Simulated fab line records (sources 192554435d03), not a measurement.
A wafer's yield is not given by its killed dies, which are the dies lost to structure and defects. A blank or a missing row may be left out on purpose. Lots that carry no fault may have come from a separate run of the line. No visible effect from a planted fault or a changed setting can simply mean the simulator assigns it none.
Which tool did it? ; flow n5-finfet ; 8 lots with 24 wafers sampled at 7 steps, on a route of 1938 steps

## WHAT THE GAUGES SHOWED, per wafer
N5_FIN_SAQP_CD_MEAS_37: target cd 8 nm.
lot;measured;on;cd-nm (nm)
L856;day 3 14:19;cd-sem-01;7.79 7.95 8.24
L857;day 3 20:20;cd-sem-01;8.21 8.41 7.68
L859;day 4 10:38;cd-sem-03;8.19 8.24 8.04
L860;day 4 14:47;cd-sem-02;8.28 8.37 8.10
L861;day 4 22:30;cd-sem-03;7.98 7.98 7.84
L862;day 5 06:01;cd-sem-02;7.98 8.42 8.34
L871;day 7 07:55;cd-sem-03;8.15 8.02 8.07
L873;day 7 21:12;cd-sem-02;8.06 8.48 8.15

N5_FIN_SAQP_INSPECT_40: inspects for defects (brightfield).
lot;measured;on;raw-defect-count
L856;day 3 14:28;defect-inspect-02;128 167 186
L857;day 3 20:28;defect-inspect-01;194 222 254
L859;day 4 10:45;defect-inspect-01;615 494 528
L860;day 4 14:55;defect-inspect-02;295 169 199
L861;day 4 22:38;defect-inspect-01;493 487 601
L862;day 5 06:08;defect-inspect-02;139 204 229
L871;day 7 08:02;defect-inspect-02;180 217 280
L873;day 7 21:19;defect-inspect-02;250 205 324

N5_FIN_CUT_INSPECT_10: inspects for defects (brightfield).
lot;measured;on;raw-defect-count
L856;day 3 15:05;defect-inspect-02;30 36 29
L857;day 3 20:52;defect-inspect-02;41 38 48
L859;day 4 11:09;defect-inspect-01;356 325 331
L860;day 4 15:18;defect-inspect-01;52 32 52
L861;day 4 23:01;defect-inspect-01;318 344 404
L862;day 5 06:32;defect-inspect-01;24 37 33
L871;day 7 08:26;defect-inspect-01;30 38 45
L873;day 7 21:50;defect-inspect-01;44 52 65

N5_BEOL_M4_RC_MEAS_101.
lot;measured;on;DIBL_N (mV/V);DIBL_P (mV/V);IOFF_N (nA/um);IOFF_P (nA/um);ION_N (uA/um);ION_P (uA/um);SS_N (mV/dec);SS_P (mV/dec);VT_N (mV);VT_P (mV)
L856;day 11 17:12;prober-01;38.0 37.0 37.8;36.8 36.1 36.5;0.165 0.151 0.166;0.207 0.196 0.200;667 676 680;454 456 455;71.7 70.8 71.3;73.4 72.4 73.5;248.1 249.1 249.3;-253.2 -252.9 -253.1
L857;day 13 01:34;prober-02;36.7 37.7 36.1;37.0 37.7 34.9;0.177 0.182 0.156;0.217 0.223 0.183;689 677 670;466 459 456;71.6 72.3 71.0;74.0 73.2 73.2;250.4 245.9 249.7;-248.3 -247.1 -251.6
L859;day 13 23:12;prober-02;35.9 35.7 35.2;36.0 35.8 35.6;0.138 0.138 0.128;0.162 0.165 0.158;662 671 668;451 455 456;71.5 71.1 70.8;73.4 72.9 72.3;250.9 253.8 255.3;-255.3 -253.9 -256.4
L860;day 14 10:34;prober-02;36.8 37.9 37.7;35.7 37.1 37.4;0.137 0.163 0.156;0.201 0.222 0.216;677 675 672;467 468 461;70.4 71.6 71.7;72.5 73.2 74.0;250.5 249.0 248.3;-250.7 -246.1 -251.8
L861;day 14 12:06;prober-01;37.2 38.5 36.4;36.9 38.1 36.1;0.151 0.178 0.139;0.183 0.206 0.181;670 664 658;455 452 447;71.2 72.3 71.2;73.8 73.0 73.0;251.3 250.4 253.2;-253.2 -249.8 -252.0
L862;day 14 23:47;prober-01;34.7 36.8 35.3;33.6 35.7 34.6;0.137 0.175 0.146;0.184 0.211 0.197;666 667 665;458 453 458;70.4 71.2 70.7;72.8 73.8 73.1;250.3 248.7 248.0;-251.3 -250.6 -250.7
L871;day 16 08:40;prober-01;34.9 34.3 34.9;37.6 36.8 36.6;0.168 0.150 0.157;0.241 0.235 0.232;668 673 665;470 472 465;70.4 71.7 71.8;73.3 73.1 72.6;247.3 249.5 251.7;-247.3 -244.4 -248.7
L873;day 16 04:41;prober-02;37.2 38.7 37.2;36.6 36.8 35.6;0.171 0.196 0.161;0.241 0.250 0.223;678 671 674;467 461 464;72.2 72.8 71.9;73.7 73.2 73.3;251.6 246.3 247.5;-246.2 -246.9 -249.5

## WHICH TOOL RAN EACH LOT (tool, then ch and the chambers of the sampled wafers, then the start)
lot;N5_FIN_SAQP_ETCH_69;N5_FIN_SAQP_SPACER2_ETCHBACK_29;N5_FIN_SAQP_HM_CD_35
L856;rie-diel-05 ch 0,1, day 3 12:50;rie-diel-04 ch 2,3, day 3 13:37;cd-sem-01, day 3 14:08
L857;rie-diel-02 ch 0,1,2, day 3 18:44;rie-diel-05 ch 0,1,3, day 3 19:40;cd-sem-03, day 3 20:09
L859;rie-diel-04 ch 0,2, day 4 09:20;rie-diel-05 ch 1,2,3, day 4 09:59;cd-sem-03, day 4 10:26
L860;rie-diel-02 ch 0,2,3, day 4 13:28;rie-diel-02 ch 0,3, day 4 14:08;cd-sem-03, day 4 14:36
L861;rie-diel-02 ch 0,1,2, day 4 19:37;rie-diel-05 ch 1,2,3, day 4 21:51;cd-sem-02, day 4 22:19
L862;rie-diel-02 ch 2,3, day 5 03:55;rie-diel-04 ch 1,2,3, day 5 05:20;cd-sem-03, day 5 05:50
L871;rie-diel-05 ch 2,3, day 7 06:34;rie-diel-04 ch 1,2,3, day 7 07:11;cd-sem-01, day 7 07:43
L873;rie-diel-02 ch 0,1,2, day 7 19:55;rie-diel-05 ch 0,3, day 7 20:32;cd-sem-02, day 7 21:01
- N5_FIN_SAQP_ETCH_69: etches SOC in N2/H2, stops on SiNx, target depth 150 nm.
- N5_FIN_SAQP_SPACER2_ETCHBACK_29: etches SiO2 in CHF3/O2, target depth 12.2 nm, time 6.1 s.
- N5_FIN_SAQP_HM_CD_35: target cd 8 nm.

## AS READ BY THE TOOLS THEMSELVES (means over the sampled wafers that have a number; for cases with no such wafer, the mark the record gives instead)
N5_FIN_SAQP_ETCH_69.
lot;tool;bias-w (W);drypump-motor-current-A (A);n2-flow-sccm (sccm);oes-product-au (a.u.);rf-fwd-power-W (W);rf-vpp-V (V);showerhead-plenum-p-Torr (Torr);throttle-valve-pct (%)
L856;rie-diel-05;61.06;5.7;199.6;0.69;847;239.7;2.49;18.10
L857;rie-diel-02;60.91;5.7;199.9;0.78;843;241.6;2.60;17.79
L859;rie-diel-04;60.86;5.4;200.1;0.71;843;240.4;2.49;17.85
L860;rie-diel-02;60.88;5.6;199.8;0.78;843;240.1;2.53;17.86
L861;rie-diel-02;61.02;5.7;200.7;0.77;845;240.8;2.60;17.80
L862;rie-diel-02;60.67;5.7;200.2;0.82;846;241.3;2.61;17.95
L871;rie-diel-05;60.67;6.3;200.4;0.71;844;241.1;2.63;17.96
L873;rie-diel-02;61.00;5.7;200.4;0.75;842;241.1;2.58;17.84

N5_FIN_SAQP_SPACER2_ETCHBACK_29.
lot;tool;bias-w (W);drypump-motor-current-A (A);oes-product-au (a.u.);rf-fwd-power-W (W);rf-vpp-V (V);showerhead-plenum-p-Torr (Torr);throttle-valve-pct (%)
L856;rie-diel-04;169.7;5.1;0.73;645.0;522;2.43;18.97
L857;rie-diel-05;170.3;6.1;0.71;647.1;525;2.43;19.03
L859;rie-diel-05;170.3;5.9;0.71;645.9;519;2.43;19.07
L860;rie-diel-02;169.3;5.6;0.75;645.3;525;2.32;18.89
L861;rie-diel-05;170.0;5.9;0.71;648.0;517;2.43;19.07
L862;rie-diel-04;169.9;5.3;0.80;646.3;523;2.41;18.98
L871;rie-diel-04;170.6;5.3;0.78;646.2;523;2.41;19.02
L873;rie-diel-05;169.6;6.4;0.86;645.4;532;2.47;18.85

N5_FIN_SAQP_HM_CD_35.
lot;tool;cd-nm (nm)
L856;cd-sem-01;8.20
L857;cd-sem-03;8.33
L859;cd-sem-03;8.20
L860;cd-sem-03;8.28
L861;cd-sem-02;8.13
L862;cd-sem-03;8.03
L871;cd-sem-01;7.91
L873;cd-sem-02;8.10

## THE ANSWER, worked out from the rows above alone
Rule: usual is defined by the lots themselves. The widest of any qualifying gaps counts: lots, ordered by their means at a reading, are off when they make up no more than a third of the lots, leave a main group of 4 or more, and stand apart from it by 3 or more times the standard deviation of that group's means. A main group is skipped when, at the precision printed for the reading in the tables above, its means are all equal. Also off: a lot with no number at a reading for which 4 or more lots have one. Any other lot the step has rows for is counted as sound. Order of review: gauges by route order, followed by the tools' own readings, for which a lot's mean as printed above is used. At the first step where some lot is off, the reading lying furthest off is the one used; lots without a number count as furthest.
Off at N5_FIN_SAQP_INSPECT_40 (raw-defect-count): L859, L861. Mean 213 and standard deviation 31 in the main group.
A tool fits if, at a process step before that reading, it ran every lot that is off, and no sound lot after the first of them. Not tried: the gauges at N5_FIN_SAQP_INSPECT_40; whatever is off there is also off at N5_BEOL_M4_RC_MEAS_101, on other tools, and gauge error can't account for it. Of those tried, none fits.

## WHAT WAS PUT IN BY THE SIMULATOR
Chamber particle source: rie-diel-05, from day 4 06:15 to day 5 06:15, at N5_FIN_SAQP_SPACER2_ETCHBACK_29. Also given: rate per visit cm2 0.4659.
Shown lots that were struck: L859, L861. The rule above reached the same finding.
